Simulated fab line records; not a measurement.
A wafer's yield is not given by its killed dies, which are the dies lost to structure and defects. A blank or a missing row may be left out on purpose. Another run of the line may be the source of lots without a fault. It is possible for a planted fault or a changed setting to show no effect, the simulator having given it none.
Struck lot and sound lot, side by side | flow n5-finfet | 24 out of 1938 route steps
Sound: wafers L883.2, L883.3, L883.4. Wafers L882.1, L882.2, L882.4 were the ones struck. The cause comes at the end.
Per side, at each step with rows, come the tool, then ch with its chambers, and then its first start. Under that, the readings that differ: sound wafers | struck wafers | difference of the means | sigmas: that difference in standard deviations of wafers without a fault.
alike: same words and numbers on both sides, and readings whose means sit less than 2 such deviations apart. not compared: any withheld reading, any reading some wafer has no value for, any bound like >300 that may hide the same value, and any number with overlapping values for which the record gives no deviation.
The two part at a step that has a row with sigmas, a row that says differs or no value, or rows on one side only. Numbers that have no deviation but don't overlap get no sigmas and don't part them. A reading that every wafer of one side lacks parts them only if that side has two wafers or more.

first, 10 steps without rows for these wafers: N5_DUMMY_GATE_SRD_26 (time 30 s); N5_DUMMY_GATE_UV_OZONE_45 (time 120 s); N5_SPACER0_ALD_07 (deposits SiNx, target thk 2 nm); N5_SPACER0_ALD_00 (deposits SiOCN, target thk 3.5 nm, pulse time 3 s, purge time 2 s); N5_SPACER0_ALD_08 (deposits SiNx, target thk 2 nm); N5_SD_EPI_N_COAT_32 (time 60 s, resist thk 350 nm); N5_SD_EPI_N_COAT_33 (time 60 s, resist thk 35 nm); N5_SD_EPI_N_COAT_03 (resist thk 150 nm); N5_SD_EPI_N_EBR_05; N5_SD_EPI_N_SOFTBAKE_04 (time 60 s).
N5_SD_EPI_N_EXPOSE_06: exposes mask SD N BLK, target cd 120 nm.
  sound on arfi-scanner-01 ch 0, day 8 20:58; struck on arfi-scanner-02 ch 0, day 8 18:04
  reading              | sound             | struck            | difference | sigmas
  exposure-dose-mJ-cm2 | 39.77 39.70 39.79 | 37.37 37.40 37.33 | -2.39      | -63
  alike: mask, focus-offset-nm, stage-vel-mm-s
then, 2 steps without rows for these wafers: N5_SD_EPI_N_PEB_07 (peb time 60 s); N5_SD_EPI_N_DEVELOP_08 (develop time 30 s).
N5_SD_EPI_N_CD_MEAS_09: target cd 120 nm.
  sound on cd-sem-02 ch 0, day 8 21:05; struck on cd-sem-03 ch 0, day 8 18:11
  reading    | sound             | struck            | difference | sigmas
  cd-nm (nm) | 119.9 119.8 119.7 | 116.1 116.3 116.1 | -3.6       | -5
N5_SD_EPI_N_DESCUM_14: chemistry O2, time 7.9 s.
  sound on rie-diel-04 ch 0,1,2, day 8 21:21; struck on rie-diel-04 ch 0,1,2, day 8 18:16
  reading                   | sound           | struck          | difference | sigmas
  model.SD_EPI_N.cd-nm (nm) | 119.8 120 119.6 | 115.8 116 116.2 | -3.8       |
  alike: drypump-motor-current-A, oes-product-au, rf-vpp-V, showerhead-plenum-p-Torr, throttle-valve-pct
  not compared: rf-hours-counter-h
then, 7 steps without rows for these wafers: N5_SD_EPI_N_ETCH_34 (etches SiARC in CF4, target depth 45.5 nm, time 75.8 s); N5_SD_EPI_N_ETCH_35 (etches SOC in N2/H2, overetch 108 nm, time 486 s); N5_SD_EPI_N_STRIP_36 (strips in N2/H2); N5_SD_EPI_N_ETCHBACK_44 (etches SiNx in CH3F/O2, stops on SiO2, target depth 14.5 nm); N5_SD_EPI_N_ETCH_45 (etches SiOCN in CH3F/O2, target depth 6 nm); N5_SD_EPI_N_ETCH_16 (etches SiO2 in CHF3/O2, target depth 5 nm); N5_SD_EPI_N_STRIP_47 (strips in CHF3/O2).
N5_SD_EPI_N_SD_RECESS_17: chemistry HBr/Cl2/O2, target depth 41 nm, time 23.7 s, bt time 3 s.
  sound on rie-si-02 ch 0,1,2, day 8 22:02; struck on rie-si-06 ch 0,2,3, day 8 18:57
  reading                   | sound           | struck          | difference | sigmas
  model.SD_EPI_N.cd-nm (nm) | 120 118.4 119.8 | 116.8 116.4 115 | -3.3       |
  alike: drypump-motor-current-A, mfc-cl2-sccm, oes-product-au, throttle-valve-pct
  not compared: rf-hours-counter-h
then, 1 step without rows for these wafers: N5_SD_EPI_N_STRIP_38 (strips in N2/H2).

WHERE THEY PART
First at N5_SD_EPI_N_EXPOSE_06; last, within this record, at N5_SD_EPI_N_CD_MEAS_09. Later steps at which nothing parts them and some readings are alike: N5_SD_EPI_N_DESCUM_14, N5_SD_EPI_N_SD_RECESS_17.

WHY: what the simulator had put in
Drift in process parameters on arfi-scanner-02 at N5_SD_EPI_N_EXPOSE_06, starting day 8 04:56. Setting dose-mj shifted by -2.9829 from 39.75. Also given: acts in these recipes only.
